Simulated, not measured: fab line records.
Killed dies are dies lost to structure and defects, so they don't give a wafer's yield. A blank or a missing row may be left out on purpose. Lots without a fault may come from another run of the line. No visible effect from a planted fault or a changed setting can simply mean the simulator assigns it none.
Which tool was responsible? :: flow n5_finfet :: 24 lots with 72 wafers sampled at 3 steps, on a route of 1938 steps

== WHAT EACH GAUGE READ, for each wafer ==
N5_BEOL_M9_THK_MEAS_01. Usual: M9_ILD_THK gives 267 nm (standard deviation 3.9).
lot: L074
measured: day 10 09:04
on: film_metro-01
M9_ILD_THK (nm): 267 266 270
flag: 

lot: L075
measured: day 10 13:23
on: film_metro-02
M9_ILD_THK (nm): 265 267 270
flag: 

lot: L076
measured: day 10 17:20
on: film_metro-01
M9_ILD_THK (nm): 264 268 268
flag: 

lot: L078
measured: day 10 20:29
on: film_metro-01
M9_ILD_THK (nm): 267 272 275
flag: 

lot: L077
measured: day 11 00:31
on: film_metro-01
M9_ILD_THK (nm): 270 268 274
flag: 

lot: L081
measured: day 11 05:53
on: film_metro-02
M9_ILD_THK (nm): 261 268 265
flag: 

lot: L080
measured: day 11 11:01
on: film_metro-02
M9_ILD_THK (nm): 264 265 265
flag: 

lot: L079
measured: day 11 13:44
on: film_metro-02
M9_ILD_THK (nm): 269 275 270
flag: 

lot: L083
measured: day 11 15:16
on: film_metro-02
M9_ILD_THK (nm): 267 259 263
flag: 

lot: L082
measured: day 11 17:17
on: film_metro-01
M9_ILD_THK (nm): 268 275 272
flag: 

lot: L084
measured: day 12 09:28
on: film_metro-01
M9_ILD_THK (nm): 270 263 275
flag: 

lot: L085
measured: day 12 12:42
on: film_metro-02
M9_ILD_THK (nm): 266 266 271
flag: 

lot: L086
measured: day 12 23:52
on: film_metro-02
M9_ILD_THK (nm): 266 270 268
flag: 

lot: L088
measured: day 13 03:40
on: film_metro-02
M9_ILD_THK (nm): 262 264 268
flag: 

lot: L089
measured: day 13 20:51
on: film_metro-01
M9_ILD_THK (nm): 263 276 268
flag: 

lot: L092
measured: day 13 21:07
on: film_metro-02
M9_ILD_THK (nm): 268 267 271
flag: 

lot: L087
measured: day 13 21:34
on: film_metro-02
M9_ILD_THK (nm): 266 262 266
flag: 

lot: L091
measured: day 14 05:52
on: film_metro-01
M9_ILD_THK (nm): 263 267 268
flag: 

lot: L090
measured: day 14 06:04
on: film_metro-01
M9_ILD_THK (nm): 263 267 265
flag: 

lot: L094
measured: day 14 06:42
on: film_metro-01
M9_ILD_THK (nm): 269 270 270
flag: 

lot: L093
measured: day 14 09:10
on: film_metro-01
M9_ILD_THK (nm): 263 279 271
flag: 

lot: L095
measured: day 15 17:34
on: film_metro-02
M9_ILD_THK (nm): 262 266 265
flag: 

lot: L097
measured: day 15 23:41
on: film_metro-02
M9_ILD_THK (nm): 266 268 269
flag: 

lot: L096
measured: day 16 18:19
on: film_metro-02
M9_ILD_THK (nm): 268 269 271
flag: 

== TOOL THAT RAN EACH LOT (tool first, then ch and the chambers of the sampled wafers, then the start) ==
lot: L074
N5_BEOL_M8_ALD_77: ald_metal-04 ch 1,2,3, day 10 06:16
N5_BEOL_M8_ANNEAL_51: rtp_anneal-01 ch 0, day 10 07:16

lot: L075
N5_BEOL_M8_ALD_77: ald_metal-04 ch 0,3, day 10 10:36
N5_BEOL_M8_ANNEAL_51: rtp_anneal-02 ch 0, day 10 11:58

lot: L076
N5_BEOL_M8_ALD_77: ald_metal-04 ch 0,2,3, day 10 13:26
N5_BEOL_M8_ANNEAL_51: rtp_anneal-01 ch 0, day 10 15:55

lot: L078
N5_BEOL_M8_ALD_77: ald_metal-02 ch 0,1, day 10 16:27
N5_BEOL_M8_ANNEAL_51: rtp_anneal-01 ch 0, day 10 19:06

lot: L077
N5_BEOL_M8_ALD_77: ald_metal-03 ch 0,1,2, day 10 22:23
N5_BEOL_M8_ANNEAL_51: rtp_anneal-01 ch 0, day 10 23:08

lot: L081
N5_BEOL_M8_ALD_77: ald_metal-02 ch 0,1,2, day 11 02:37
N5_BEOL_M8_ANNEAL_51: rtp_anneal-01 ch 0, day 11 04:31

lot: L080
N5_BEOL_M8_ALD_77: ald_metal-02 ch 0,1, day 11 08:54
N5_BEOL_M8_ANNEAL_51: rtp_anneal-01 ch 0, day 11 09:37

lot: L079
N5_BEOL_M8_ALD_77: ald_metal-02 ch 0,1,3, day 11 09:50
N5_BEOL_M8_ANNEAL_51: rtp_anneal-02 ch 0, day 11 12:27

lot: L083
N5_BEOL_M8_ALD_77: ald_metal-02 ch 1,2,3, day 11 13:08
N5_BEOL_M8_ANNEAL_51: rtp_anneal-01 ch 0, day 11 13:52

lot: L082
N5_BEOL_M8_ALD_77: ald_metal-03 ch 1,2, day 11 13:31
N5_BEOL_M8_ANNEAL_51: rtp_anneal-02 ch 0, day 11 15:58

lot: L084
N5_BEOL_M8_ALD_77: ald_metal-04 ch 0,1,2, day 12 07:21
N5_BEOL_M8_ANNEAL_51: rtp_anneal-01 ch 0, day 12 08:06

lot: L085
N5_BEOL_M8_ALD_77: ald_metal-04 ch 2,3, day 12 10:22
N5_BEOL_M8_ANNEAL_51: rtp_anneal-01 ch 0, day 12 11:19

lot: L086
N5_BEOL_M8_ALD_77: ald_metal-02 ch 0,1,3, day 12 21:44
N5_BEOL_M8_ANNEAL_51: rtp_anneal-01 ch 0, day 12 22:36

lot: L088
N5_BEOL_M8_ALD_77: ald_metal-03 ch 0,2, day 13 01:31
N5_BEOL_M8_ANNEAL_51: rtp_anneal-01 ch 0, day 13 02:20

lot: L089
N5_BEOL_M8_ALD_77: ald_metal-03 ch 0,1,3, day 13 18:26
N5_BEOL_M8_ANNEAL_51: rtp_anneal-01 ch 0, day 13 19:34

lot: L092
N5_BEOL_M8_ALD_77: ald_metal-02 ch 0,1,2, day 13 18:38
N5_BEOL_M8_ANNEAL_51: rtp_anneal-01 ch 0, day 13 19:44

lot: L087
N5_BEOL_M8_ALD_77: ald_metal-03 ch 0,1, day 13 18:48
N5_BEOL_M8_ANNEAL_51: rtp_anneal-01 ch 0, day 13 20:11

lot: L091
N5_BEOL_M8_ALD_77: ald_metal-04 ch 0,1,3, day 14 03:37
N5_BEOL_M8_ANNEAL_51: rtp_anneal-02 ch 0, day 14 04:26

lot: L090
N5_BEOL_M8_ALD_77: ald_metal-02 ch 1,2,3, day 14 03:38
N5_BEOL_M8_ANNEAL_51: rtp_anneal-01 ch 0, day 14 04:39

lot: L094
N5_BEOL_M8_ALD_77: ald_metal-03 ch 0,1,3, day 14 04:10
N5_BEOL_M8_ANNEAL_51: rtp_anneal-02 ch 0, day 14 05:21

lot: L093
N5_BEOL_M8_ALD_77: ald_metal-03 ch 0,2, day 14 05:28
N5_BEOL_M8_ANNEAL_51: rtp_anneal-02 ch 0, day 14 07:47

lot: L095
N5_BEOL_M8_ALD_77: ald_metal-02 ch 0,2,3, day 15 13:32
N5_BEOL_M8_ANNEAL_51: rtp_anneal-01 ch 0, day 15 16:09

lot: L097
N5_BEOL_M8_ALD_77: ald_metal-03 ch 1,2, day 15 19:19
N5_BEOL_M8_ANNEAL_51: rtp_anneal-02 ch 0, day 15 22:06

lot: L096
N5_BEOL_M8_ALD_77: ald_metal-04 ch 0,2,3, day 16 16:11
N5_BEOL_M8_ANNEAL_51: rtp_anneal-02 ch 0, day 16 17:04
- N5_BEOL_M8_ALD_77: deposits TaN, target thk 2 nm, pulse time 2 s, purge time 3 s.
- N5_BEOL_M8_ANNEAL_51: time 90 s.

== WHAT THE TOOLS THEMSELVES READ (means of the sampled wafers that have a number; where no wafer has one, the mark that the record gives instead) ==
N5_BEOL_M8_ALD_77. Usual: heater_power_w 429 W, standard deviation 60; mfc_carrier_sccm 1500 sccm, standard deviation 4.8.
lot: L074
tool: ald_metal-04
heater_power_w (W): 445
mfc_carrier_sccm (sccm): 1504
flag: 

lot: L075
tool: ald_metal-04
heater_power_w (W): 399
mfc_carrier_sccm (sccm): 1497
flag: 

lot: L076
tool: ald_metal-04
heater_power_w (W): 428
mfc_carrier_sccm (sccm): 1505
flag: 

lot: L078
tool: ald_metal-02
heater_power_w (W): 531
mfc_carrier_sccm (sccm): 1503
flag: 

lot: L077
tool: ald_metal-03
heater_power_w (W): 400
mfc_carrier_sccm (sccm): 1503
flag: 

lot: L081
tool: ald_metal-02
heater_power_w (W): 484
mfc_carrier_sccm (sccm): 1500
flag: 

lot: L080
tool: ald_metal-02
heater_power_w (W): 518
mfc_carrier_sccm (sccm): 1501
flag: 

lot: L079
tool: ald_metal-02
heater_power_w (W): 478
mfc_carrier_sccm (sccm): 1500
flag: 

lot: L083
tool: ald_metal-02
heater_power_w (W): 442
mfc_carrier_sccm (sccm): 1499
flag: 

lot: L082
tool: ald_metal-03
heater_power_w (W): 411
mfc_carrier_sccm (sccm): 1508
flag: 

lot: L084
tool: ald_metal-04
heater_power_w (W): 429
mfc_carrier_sccm (sccm): 1501
flag: 

lot: L085
tool: ald_metal-04
heater_power_w (W): 454
mfc_carrier_sccm (sccm): 1499
flag: 

lot: L086
tool: ald_metal-02
heater_power_w (W): 476
mfc_carrier_sccm (sccm): 1496
flag: 

lot: L088
tool: ald_metal-03
heater_power_w (W): 396
mfc_carrier_sccm (sccm): 1498
flag: 

lot: L089
tool: ald_metal-03
heater_power_w (W): 384
mfc_carrier_sccm (sccm): 1499
flag: 

lot: L092
tool: ald_metal-02
heater_power_w (W): 490
mfc_carrier_sccm (sccm): 1496
flag: 

lot: L087
tool: ald_metal-03
heater_power_w (W): 405
mfc_carrier_sccm (sccm): 1503
flag: 

lot: L091
tool: ald_metal-04
heater_power_w (W): 419
mfc_carrier_sccm (sccm): 1503
flag: 

lot: L090
tool: ald_metal-02
heater_power_w (W): 447
mfc_carrier_sccm (sccm): 1504
flag: 

lot: L094
tool: ald_metal-03
heater_power_w (W): 389
mfc_carrier_sccm (sccm): 1503
flag: 

lot: L093
tool: ald_metal-03
heater_power_w (W): 390
mfc_carrier_sccm (sccm): 1503
flag: 

lot: L095
tool: ald_metal-02
heater_power_w (W): 441
mfc_carrier_sccm (sccm): 1498
flag: 

lot: L097
tool: ald_metal-03
heater_power_w (W): 398
mfc_carrier_sccm (sccm): 1503
flag: 

lot: L096
tool: ald_metal-04
heater_power_w (W): 427
mfc_carrier_sccm (sccm): 1499
flag: 

N5_BEOL_M8_ANNEAL_51. Usual: wafer_temp_C_max at 226.0, with a standard deviation of 0.34.
lot: L074
tool: rtp_anneal-01
wafer_temp_C_max: 225.7
flag: 

lot: L075
tool: rtp_anneal-02
wafer_temp_C_max: 226.5
flag: 

lot: L076
tool: rtp_anneal-01
wafer_temp_C_max: 225.7
flag: 

lot: L078
tool: rtp_anneal-01
wafer_temp_C_max: 225.6
flag: 

lot: L077
tool: rtp_anneal-01
wafer_temp_C_max: 225.9
flag: 

lot: L081
tool: rtp_anneal-01
wafer_temp_C_max: 225.9
flag: 

lot: L080
tool: rtp_anneal-01
wafer_temp_C_max: 225.8
flag: 

lot: L079
tool: rtp_anneal-02
wafer_temp_C_max: 226.3
flag: 

lot: L083
tool: rtp_anneal-01
wafer_temp_C_max: 225.8
flag: 

lot: L082
tool: rtp_anneal-02
wafer_temp_C_max: 226.3
flag: 

lot: L084
tool: rtp_anneal-01
wafer_temp_C_max: 225.7
flag: 

lot: L085
tool: rtp_anneal-01
wafer_temp_C_max: 225.6
flag: 

lot: L086
tool: rtp_anneal-01
wafer_temp_C_max: 225.8
flag: 

lot: L088
tool: rtp_anneal-01
wafer_temp_C_max: 225.9
flag: 

lot: L089
tool: rtp_anneal-01
wafer_temp_C_max: 225.7
flag: 

lot: L092
tool: rtp_anneal-01
wafer_temp_C_max: 225.9
flag: 

lot: L087
tool: rtp_anneal-01
wafer_temp_C_max: 225.9
flag: 

lot: L091
tool: rtp_anneal-02
wafer_temp_C_max: 226.0
flag: 

lot: L090
tool: rtp_anneal-01
wafer_temp_C_max: 226.2
flag: 

lot: L094
tool: rtp_anneal-02
wafer_temp_C_max: 226.3
flag: 

lot: L093
tool: rtp_anneal-02
wafer_temp_C_max: 226.2
flag: 

lot: L095
tool: rtp_anneal-01
wafer_temp_C_max: 225.6
flag: 

lot: L097
tool: rtp_anneal-02
wafer_temp_C_max: 226.1
flag: 

lot: L096
tool: rtp_anneal-02
wafer_temp_C_max: 226.2
flag: 

== THE ANSWER, worked out from the rows above alone ==
Rule: a lot is off if the mean of its wafers that have a number lies more than 3 standard deviations from the usual mean. Also off: a lot with no number at a reading for which 4 or more lots have one. Where the step has rows for the other lots, those lots are counted as sound. Order of review: gauges by route order, followed by the tools' own readings, for which a lot's mean as printed above is used. At the first step where some lot is off, the reading lying furthest off is the one used; lots without a number count as furthest.
None of the lots is off at any reading shown; this tells nothing.

== WHAT WAS PUT IN BY THE SIMULATOR ==
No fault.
